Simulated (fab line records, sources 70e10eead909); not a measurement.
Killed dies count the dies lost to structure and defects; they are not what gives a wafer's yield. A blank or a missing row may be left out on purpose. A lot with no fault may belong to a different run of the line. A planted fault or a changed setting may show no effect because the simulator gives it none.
Which tool did it? | flow nand-harc | 24 lots with 72 wafers sampled at 6 steps, on a route of 1159 steps

## WHAT THE GAUGES READ, wafer by wafer
Not one reading of a measure or inspect step in the record can be checked against a usual standard deviation.

## WHAT TOOL EACH LOT RAN ON (gives the tool, then ch and the chambers of the sampled wafers, and finally the start)
lot  | NHARC_P_STI_ETCH_15             | NHARC_P_GATE_HM_DEP_102       | NHARC_P_GATE_ETCH_114                         | NHARC_P_GATE_DESCUM_48             | NHARC_P_GATE_STRIP_95                | NHARC_P_M0_ETCH_15
L074 | rie-si-03 ch 0,3, day 2 11:36   | acl-dep-03 ch 0, day 4 11:58  | rie-diel-05 ch 0,2,3, day 5 01:31 or earlier  | rie-diel-07 ch 0,1,3, day 5 01:31  | plasma-asher-02 ch 0, day 5 06:38    | rie-diel-09 ch 1,2,3, no start
L075 | rie-si-05 ch 0,1,3, day 2 17:18 | acl-dep-01 ch 0, day 4 21:08  | rie-diel-13 ch 1,2,3, day 5 10:52 or earlier  | rie-diel-07 ch 0,1, day 5 10:52    | plasma-asher-01 ch 0,1, day 5 16:02  | rie-diel-09 ch 1,2, no start
L076 | rie-si-01 ch 0,2,3, day 3 01:41 | acl-dep-01 ch 0, day 5 01:35  | rie-diel-05 ch 2,3, day 5 15:02 or earlier    | rie-diel-13 ch 1,2,3, day 5 15:02  | plasma-asher-01 ch 0,1, day 5 19:37  | rie-diel-09 ch 0,2,3, no start
L077 | rie-si-05 ch 0,2,3, day 3 05:25 | acl-dep-02 ch 0, day 5 01:38  | rie-diel-05 ch 1,2, day 5 03:25               | rie-diel-13 ch 1,2,3, day 5 15:11  | plasma-asher-02 ch 0,1, day 5 20:25  | rie-diel-09 ch 0,1, no start
L078 | rie-si-05 ch 0,2,3, day 3 13:10 | acl-dep-03 ch 0, day 5 14:38  | rie-diel-07 ch 0,1,3, day 6 04:06 or earlier  | rie-diel-07 ch 0,2,3, day 6 04:06  | plasma-asher-02 ch 0,1, day 6 08:41  | rie-diel-03 ch 1,2, no start
L079 | rie-si-01 ch 0,1,3, day 3 17:43 | acl-dep-03 ch 0, day 5 15:17  | rie-diel-05 ch 0,1,2, day 6 04:45 or earlier  | rie-diel-05 ch 0,1,2, day 6 04:45  | plasma-asher-01 ch 0,1, day 6 09:22  | rie-diel-09 ch 0,2,3, no start
L080 | rie-si-05 ch 1,2, day 4 03:01   | acl-dep-01 ch 0, day 6 08:34  | rie-diel-13 ch 1,2,3, day 6 22:16 or earlier  | rie-diel-13 ch 0,1, day 6 22:16    | plasma-asher-01 ch 0,1, day 7 02:43  | rie-diel-03 ch 0,2,3, no start
L081 | rie-si-01 ch 0,1,2, day 4 03:13 | acl-dep-02 ch 0, day 6 09:00  | rie-diel-07 ch 0,1,3, day 6 22:28 or earlier  | rie-diel-07 ch 0,2,3, day 6 22:28  | plasma-asher-02 ch 0,1, day 7 03:10  | rie-diel-03 ch 0,1,3, no start
L082 | rie-si-01 ch 1,2,3, day 4 11:28 | acl-dep-01 ch 0, day 6 14:34  | rie-diel-05 ch 0,2,3, day 7 04:28 or earlier  | rie-diel-05 ch 0,3, day 7 04:28    | plasma-asher-01 ch 0,1, day 7 08:56  | rie-diel-03 ch 1,2,3, no start
L083 | rie-si-05 ch 1,2,3, day 4 17:32 | acl-dep-02 ch 0, day 7 01:08  | rie-diel-13 ch 0,1,3, day 7 15:06 or earlier  | rie-diel-07 ch 0,1,2, day 7 15:06  | plasma-asher-01 ch 0,1, day 7 19:41  | rie-diel-03 ch 0,1,3, no start
L084 | rie-si-01 ch 2,3, day 4 23:29   | acl-dep-02 ch 0, day 7 20:25  | rie-diel-07 ch 0,2, day 8 10:11 or earlier    | rie-diel-05 ch 0,3, day 8 10:11    | plasma-asher-02 ch 0,1, day 8 14:57  | rie-diel-08 ch 1,2,3, no start
L085 | rie-si-01 ch 1,2,3, day 5 07:12 | acl-dep-02 ch 0, day 7 19:40  | rie-diel-07 ch 0,1,3, day 8 08:59 or earlier  | rie-diel-07 ch 0,1,3, day 8 08:59  | plasma-asher-02 ch 0,1, day 8 13:43  | rie-diel-09 ch 1,2,3, no start
L086 | rie-si-01 ch 0,2,3, day 5 11:50 | acl-dep-03 ch 0, day 7 21:48  | rie-diel-13 ch 0,1, day 8 15:17 or earlier    | rie-diel-13 ch 2,3, day 8 15:17    | plasma-asher-01 ch 0,1, day 8 19:59  | rie-diel-08 ch 0,1, no start
L088 | rie-si-05 ch 0,1,2, day 5 23:14 | acl-dep-02 ch 0, day 7 20:57  | rie-diel-13 ch 0,1,3, day 8 10:35 or earlier  | rie-diel-05 ch 1,2,3, day 8 10:35  | plasma-asher-01 ch 0,1, day 8 15:29  | rie-diel-09 ch 1,2, no start
L087 | rie-si-01 ch 2,3, day 5 23:14   | acl-dep-01 ch 0, day 7 21:07  | rie-diel-07 ch 1,2, day 8 16:10 or earlier    | rie-diel-05 ch 0,2, day 8 16:10    | plasma-asher-01 ch 0,1, day 8 21:02  | rie-diel-08 ch 0,2, no start
L090 | rie-si-03 ch 0,3, day 6 07:57   | acl-dep-03 ch 0, day 8 09:44  | rie-diel-07 ch 0,1,3, day 9 00:50 or earlier  | rie-diel-05 ch 0,2,3, day 9 00:50  | plasma-asher-01 ch 0,1, day 9 05:38  | rie-diel-09 ch 0,3, no start
L089 | rie-si-05 ch 0,1, day 6 08:07   | acl-dep-01 ch 0, day 8 10:29  | rie-diel-05 ch 0,1,3, day 9 00:26 or earlier  | rie-diel-07 ch 0,1,3, day 9 00:26  | plasma-asher-02 ch 0,1, day 9 05:01  | rie-diel-08 ch 0,1,2, no start
L091 | rie-si-01 ch 0,1,3, day 6 17:39 | acl-dep-02 ch 0, day 8 22:01  | rie-diel-05 ch 1,2,3, day 9 11:42 or earlier  | rie-diel-05 ch 0,2,3, day 9 11:42  | plasma-asher-02 ch 0,1, day 9 16:17  | rie-diel-09 ch 1,2,3, no start
L092 | rie-si-05 ch 0,3, day 7 00:06   | acl-dep-01 ch 0, day 9 03:13  | rie-diel-05 ch 0,1,2, day 9 18:10 or earlier  | rie-diel-05 ch 0,1, day 9 18:10    | plasma-asher-02 ch 0,1, day 9 22:46  | rie-diel-08 ch 1,2,3, no start
L093 | rie-si-01 ch 1,2, day 7 05:17   | acl-dep-03 ch 0, day 9 02:48  | rie-diel-05 ch 1,2, day 9 16:09 or earlier    | rie-diel-05 ch 0,2,3, day 9 16:09  | plasma-asher-02 ch 0,1, day 9 20:44  | rie-diel-08 ch 0,1,3, no start
L094 | rie-si-05 ch 0,3, day 7 14:17   | acl-dep-03 ch 0, day 9 17:02  | rie-diel-07 ch 0,2,3, day 10 06:44 or earlier | rie-diel-13 ch 0,1,3, day 10 06:44 | plasma-asher-02 ch 0, day 10 11:09   | rie-diel-09 ch 2,3, no start
L095 | rie-si-01 ch 0,2, day 7 14:28   | acl-dep-02 ch 0, day 9 16:52  | rie-diel-07 ch 0,1,3, day 10 06:16 or earlier | rie-diel-05 ch 2,3, day 10 06:16   | plasma-asher-01 ch 0,1, day 10 10:45 | rie-diel-08 ch 0,2, no start
L097 | rie-si-01 ch 2,3, day 8 01:58   | acl-dep-01 ch 0, day 10 05:07 | rie-diel-07 ch 0,3, day 10 18:36 or earlier   | rie-diel-05 ch 2,3, day 10 18:36   | plasma-asher-02 ch 0,1, day 10 23:05 | rie-diel-08 ch 0,2, no start
L096 | rie-si-05 ch 0,1,2, day 8 01:59 | acl-dep-01 ch 0, day 10 05:38 | rie-diel-13 ch 0,1,3, day 10 19:16 or earlier | rie-diel-13 ch 1,2,3, day 10 19:16 | plasma-asher-01 ch 0,1, day 10 23:52 | rie-diel-08 ch 1,2,3, no start
- NHARC_P_STI_ETCH_15: etches the open film in HBr/Cl2, target depth 300 nm, time 100.1 s.
- NHARC_P_GATE_HM_DEP_102: deposits aC, target thk 120 nm.
- NHARC_P_GATE_ETCH_114: etches the open film in CF4/O2, target depth 30 nm, overetch 3 nm, time 16.5 s.
- NHARC_P_GATE_DESCUM_48: chemistry O2, time 3 s.
- NHARC_P_GATE_STRIP_95: strips in O2.
- NHARC_P_M0_ETCH_15: etches the open film in C4F8/Ar, target depth 150 nm, overetch 15 nm, time 82.5 s.

## WHAT THE TOOLS THEMSELVES READ (means of the sampled wafers that have a number; where no wafer has one, the mark that the record gives instead)
NHARC_P_STI_ETCH_15. Usual: drypump-motor-current-A 5.65 A, standard deviation 0.24; oes-product-au 1.001 a.u., standard deviation 0.011; throttle-valve-pct 26.405 %, standard deviation 0.0088.
lot  | tool      | drypump-motor-current-A (A) | oes-product-au (a.u.) | throttle-valve-pct (%) | flag
L074 | rie-si-03 | 6.09                        | 1.000                 | 26.400                 |
L075 | rie-si-05 | 5.63                        | 1.009                 | 26.411                 |
L076 | rie-si-01 | 5.76                        | 1.004                 | 26.413                 |
L077 | rie-si-05 | 5.46                        | 1.006                 | 26.405                 |
L078 | rie-si-05 | 5.46                        | 1.007                 | 26.403                 |
L079 | rie-si-01 | 5.65                        | 1.005                 | 26.404                 |
L080 | rie-si-05 | 5.62                        | 0.990                 | 26.394                 |
L081 | rie-si-01 | 5.75                        | 0.998                 | 26.410                 |
L082 | rie-si-01 | 5.66                        | 1.005                 | 26.410                 |
L083 | rie-si-05 | 5.60                        | 1.012                 | 26.403                 |
L084 | rie-si-01 | 5.65                        | 1.009                 | 26.408                 |
L085 | rie-si-01 | 5.65                        | 1.003                 | 26.401                 |
L086 | rie-si-01 | 5.78                        | 0.998                 | 26.402                 |
L088 | rie-si-05 | 5.45                        | 0.992                 | 26.404                 |
L087 | rie-si-01 | 5.78                        | 1.002                 | 26.406                 |
L090 | rie-si-03 | 5.86                        | 1.007                 | 26.403                 |
L089 | rie-si-05 | 5.47                        | 1.000                 | 26.410                 |
L091 | rie-si-01 | 5.64                        | 1.002                 | 26.412                 |
L092 | rie-si-05 | 5.62                        | 1.009                 | 26.402                 |
L093 | rie-si-01 | 5.64                        | 1.008                 | 26.408                 |
L094 | rie-si-05 | 5.46                        | 1.005                 | 26.405                 |
L095 | rie-si-01 | 5.91                        | 0.998                 | 26.412                 |
L097 | rie-si-01 | 5.65                        | 1.004                 | 26.396                 |
L096 | rie-si-05 | 5.44                        | 0.997                 | 26.406                 |

NHARC_P_GATE_HM_DEP_102. Usual: throttle-valve-pct reads 35.000 % (standard deviation 0.01).
lot  | tool       | throttle-valve-pct (%) | flag
L074 | acl-dep-03 | 34.997                 |
L075 | acl-dep-01 | 35.003                 |
L076 | acl-dep-01 | 34.995                 |
L077 | acl-dep-02 | 34.994                 |
L078 | acl-dep-03 | 34.992                 |
L079 | acl-dep-03 | 34.990                 |
L080 | acl-dep-01 | 34.993                 |
L081 | acl-dep-02 | 34.995                 |
L082 | acl-dep-01 | 35.004                 |
L083 | acl-dep-02 | 35.002                 |
L084 | acl-dep-02 | 35.002                 |
L085 | acl-dep-02 | 34.999                 |
L086 | acl-dep-03 | 34.997                 |
L088 | acl-dep-02 | 34.991                 |
L087 | acl-dep-01 | 35.008                 |
L090 | acl-dep-03 | 34.994                 |
L089 | acl-dep-01 | 35.001                 |
L091 | acl-dep-02 | 35.001                 |
L092 | acl-dep-01 | 34.998                 |
L093 | acl-dep-03 | 34.998                 |
L094 | acl-dep-03 | 34.993                 |
L095 | acl-dep-02 | 35.010                 |
L097 | acl-dep-01 | 34.998                 |
L096 | acl-dep-01 | 34.997                 |

NHARC_P_GATE_ETCH_114. Usual: cf4-flow-sccm is 79.98 sccm with standard deviation 0.21, drypump-motor-current-A is 5.8 A with standard deviation 0.38, oes_o_777_au is 1.000 a.u. with standard deviation 0.0046, oes-product-au is 1.001 a.u. with standard deviation 0.013, rf-vpp-V is 198.2 V with standard deviation 1.3, showerhead-plenum-p-Torr is 1.36 Torr with standard deviation 0.044, and throttle-valve-pct is 13.397 % with standard deviation 0.0086.
lot  | tool        | cf4-flow-sccm (sccm) | drypump-motor-current-A (A) | oes_o_777_au (a.u.) | oes-product-au (a.u.) | rf-vpp-V (V) | showerhead-plenum-p-Torr (Torr) | throttle-valve-pct (%) | flag
L074 | rie-diel-05 | 79.86                | 5.7                         | 0.998               | 1.007                 | 197.1        | 1.33                            | 13.401                 |
L075 | rie-diel-13 | 80.15                | 5.7                         | 0.997               | 1.003                 | 199.7        | 1.42                            | 13.400                 |
L076 | rie-diel-05 | 80.00                | 6.0                         | 0.995               | 1.005                 | 197.6        | 1.30                            | 13.401                 |
L077 | rie-diel-05 | 79.71                | 5.6                         | 1.000               | 1.005                 | 197.2        | 1.35                            | 13.396                 |
L078 | rie-diel-07 | 80.12                | 6.0                         | 1.000               | 0.995                 | 197.7        | 1.35                            | 13.398                 |
L079 | rie-diel-05 | 80.11                | 5.6                         | 1.000               | 1.014                 | 197.7        | 1.34                            | 13.401                 |
L080 | rie-diel-13 | 80.09                | 5.7                         | 0.999               | 1.000                 | 199.6        | 1.42                            | 13.394                 |
L081 | rie-diel-07 | 79.80                | 6.1                         | 1.003               | 1.008                 | 198.1        | 1.35                            | 13.403                 |
L082 | rie-diel-05 | 80.31                | 5.7                         | 1.002               | 1.011                 | 197.5        | 1.33                            | 13.393                 |
L083 | rie-diel-13 | 80.03                | 5.6                         | 0.997               | 0.991                 | 201.0        | 1.42                            | 13.397                 |
L084 | rie-diel-07 | 80.09                | 6.0                         | 1.004               | 1.001                 | 197.8        | 1.34                            | 13.399                 |
L085 | rie-diel-07 | 79.93                | 6.1                         | 1.002               | 1.004                 | 197.3        | 1.35                            | 13.394                 |
L086 | rie-diel-13 | 79.93                | 5.6                         | 1.000               | 0.984                 | 199.8        | 1.42                            | 13.396                 |
L088 | rie-diel-13 | 80.02                | 5.6                         | 1.002               | 0.990                 | 200.2        | 1.42                            | 13.389                 |
L087 | rie-diel-07 | 79.95                | 6.0                         | 1.003               | 0.992                 | 198.9        | 1.35                            | 13.405                 |
L090 | rie-diel-07 | 79.67                | 6.0                         | 0.996               | 0.997                 | 198.5        | 1.35                            | 13.399                 |
L089 | rie-diel-05 | 79.99                | 5.3                         | 0.996               | 0.994                 | 197.9        | 1.36                            | 13.392                 |
L091 | rie-diel-05 | 79.97                | 5.7                         | 1.001               | 1.013                 | 197.3        | 1.33                            | 13.401                 |
L092 | rie-diel-05 | 79.98                | 5.7                         | 1.001               | 1.008                 | 198.0        | 1.34                            | 13.401                 |
L093 | rie-diel-05 | 79.75                | 5.6                         | 1.001               | 1.007                 | 197.0        | 1.34                            | 13.405                 |
L094 | rie-diel-07 | 79.99                | 6.0                         | 1.000               | 1.001                 | 197.7        | 1.34                            | 13.395                 |
L095 | rie-diel-07 | 79.96                | 6.1                         | 1.001               | 1.000                 | 197.3        | 1.35                            | 13.389                 |
L097 | rie-diel-07 | 79.85                | 6.0                         | 0.998               | 1.008                 | 198.3        | 1.35                            | 13.390                 |
L096 | rie-diel-13 | 80.05                | 5.6                         | 0.998               | 0.996                 | 199.6        | 1.42                            | 13.395                 |

NHARC_P_GATE_DESCUM_48. Usual: drypump-motor-current-A 5.8 A, standard deviation 0.4; oes-product-au 1.001 a.u., standard deviation 0.014; rf-vpp-V 57.9 V, standard deviation 0.87; showerhead-plenum-p-Torr 1.95 Torr, standard deviation 0.065; throttle-valve-pct 11.311 %, standard deviation 0.0087.
lot  | tool        | drypump-motor-current-A (A) | oes-product-au (a.u.) | rf-vpp-V (V) | showerhead-plenum-p-Torr (Torr) | throttle-valve-pct (%) | flag
L074 | rie-diel-07 | 6.0                         | 1.002                 | 57.8         | 1.94                            | 11.315                 |
L075 | rie-diel-07 | 6.2                         | 0.988                 | 58.6         | 1.92                            | 11.306                 |
L076 | rie-diel-13 | 5.7                         | 1.004                 | 58.1         | 2.04                            | 11.316                 |
L077 | rie-diel-13 | 5.7                         | 0.999                 | 57.5         | 2.04                            | 11.306                 |
L078 | rie-diel-07 | 6.0                         | 1.010                 | 58.0         | 1.94                            | 11.305                 |
L079 | rie-diel-05 | 5.7                         | 1.008                 | 58.4         | 1.92                            | 11.318                 |
L080 | rie-diel-13 | 5.6                         | 0.987                 | 58.7         | 2.06                            | 11.304                 |
L081 | rie-diel-07 | 6.0                         | 1.006                 | 57.8         | 1.93                            | 11.301                 |
L082 | rie-diel-05 | 5.4                         | 1.004                 | 58.3         | 1.93                            | 11.308                 |
L083 | rie-diel-07 | 6.1                         | 1.005                 | 57.3         | 1.92                            | 11.311                 |
L084 | rie-diel-05 | 5.4                         | 0.991                 | 57.9         | 1.93                            | 11.314                 |
L085 | rie-diel-07 | 6.1                         | 1.002                 | 58.1         | 1.93                            | 11.308                 |
L086 | rie-diel-13 | 5.7                         | 1.009                 | 58.9         | 2.03                            | 11.306                 |
L088 | rie-diel-05 | 5.7                         | 1.012                 | 57.8         | 1.90                            | 11.317                 |
L087 | rie-diel-05 | 5.7                         | 0.986                 | 57.9         | 1.92                            | 11.311                 |
L090 | rie-diel-05 | 5.7                         | 1.003                 | 59.0         | 1.90                            | 11.315                 |
L089 | rie-diel-07 | 6.1                         | 1.004                 | 57.5         | 1.93                            | 11.309                 |
L091 | rie-diel-05 | 5.7                         | 1.010                 | 57.0         | 1.90                            | 11.318                 |
L092 | rie-diel-05 | 5.3                         | 1.002                 | 58.3         | 1.97                            | 11.301                 |
L093 | rie-diel-05 | 5.7                         | 1.004                 | 58.1         | 1.90                            | 11.307                 |
L094 | rie-diel-13 | 5.6                         | 1.004                 | 58.8         | 2.04                            | 11.312                 |
L095 | rie-diel-05 | 6.1                         | 1.015                 | 57.7         | 1.85                            | 11.309                 |
L097 | rie-diel-05 | 6.1                         | 1.009                 | 57.6         | 1.85                            | 11.310                 |
L096 | rie-diel-13 | 5.7                         | 0.991                 | 58.0         | 2.02                            | 11.318                 |

NHARC_P_GATE_STRIP_95. Usual: drypump-motor-current-A 5.66 A, standard deviation 0.23; heater-power-w 318 W, standard deviation 25.
lot  | tool            | drypump-motor-current-A (A) | heater-power-w (W) | flag
L074 | plasma-asher-02 | 5.75                        | 366                |
L075 | plasma-asher-01 | 5.77                        | 299                |
L076 | plasma-asher-01 | 5.86                        | 312                |
L077 | plasma-asher-02 | 5.46                        | 317                |
L078 | plasma-asher-02 | 5.45                        | 317                |
L079 | plasma-asher-01 | 5.83                        | 313                |
L080 | plasma-asher-01 | 5.74                        | 301                |
L081 | plasma-asher-02 | 5.43                        | 322                |
L082 | plasma-asher-01 | 5.83                        | 313                |
L083 | plasma-asher-01 | 5.78                        | 301                |
L084 | plasma-asher-02 | 5.47                        | 315                |
L085 | plasma-asher-02 | 5.46                        | 315                |
L086 | plasma-asher-01 | 5.78                        | 298                |
L088 | plasma-asher-01 | 5.76                        | 296                |
L087 | plasma-asher-01 | 5.76                        | 302                |
L090 | plasma-asher-01 | 5.75                        | 300                |
L089 | plasma-asher-02 | 5.45                        | 327                |
L091 | plasma-asher-02 | 5.45                        | 329                |
L092 | plasma-asher-02 | 5.44                        | 332                |
L093 | plasma-asher-02 | 5.61                        | 333                |
L094 | plasma-asher-02 | 5.80                        | 335                |
L095 | plasma-asher-01 | 5.85                        | 318                |
L097 | plasma-asher-02 | 5.45                        | 327                |
L096 | plasma-asher-01 | 5.83                        | 309                |

NHARC_P_M0_ETCH_15. Usual: oes-product-au 0.951 a.u., standard deviation 0.022; rf-vpp-V 441.2 V, standard deviation 2.5.
lot  | tool        | oes-product-au (a.u.) | rf-vpp-V (V) | flag
L074 | rie-diel-09 | 0.926                 | 442.1        |
L075 | rie-diel-09 | 0.978                 | 441.9        |
L076 | rie-diel-09 | 0.965                 | 442.9        |
L077 | rie-diel-09 | 0.973                 | 441.6        |
L078 | rie-diel-03 | 0.954                 | 441.0        |
L079 | rie-diel-09 | 0.952                 | 441.4        |
L080 | rie-diel-03 | 0.907                 | 439.5        |
L081 | rie-diel-03 | 0.921                 | 442.5        |
L082 | rie-diel-03 | 0.925                 | 440.8        |
L083 | rie-diel-03 | 0.918                 | 441.9        |
L084 | rie-diel-08 | 0.965                 | 440.8        |
L085 | rie-diel-09 | 0.961                 | 442.0        |
L086 | rie-diel-08 | 0.952                 | 440.5        |
L088 | rie-diel-09 | 0.963                 | 440.0        |
L087 | rie-diel-08 | 0.962                 | 442.2        |
L090 | rie-diel-09 | 0.933                 | 443.7        |
L089 | rie-diel-08 | 0.950                 | 440.0        |
L091 | rie-diel-09 | 0.971                 | 443.1        |
L092 | rie-diel-08 | 0.955                 | 439.4        |
L093 | rie-diel-08 | 0.965                 | 440.1        |
L094 | rie-diel-09 | 0.929                 | 442.7        |
L095 | rie-diel-08 | 0.963                 | 441.3        |
L097 | rie-diel-08 | 0.961                 | 441.2        |
L096 | rie-diel-08 | 0.969                 | 439.5        |

## THE ANSWER, worked out from the rows above alone
Rule: take the mean of a lot's wafers that have a number; if it is more than 3 standard deviations from the usual mean, the lot is off. A lot without any number at a reading at which 4 lots or more have one is off too. Any other lot the step has rows for is counted as sound. Order of review: gauges by route order, followed by the tools' own readings, for which a lot's mean as printed above is used. At the first step where some lot is off, the reading lying furthest off is the one used; lots without a number count as furthest.
None of the lots is off at any reading shown; this tells nothing.

## WHAT HAD BEEN PUT IN BY THE SIMULATOR
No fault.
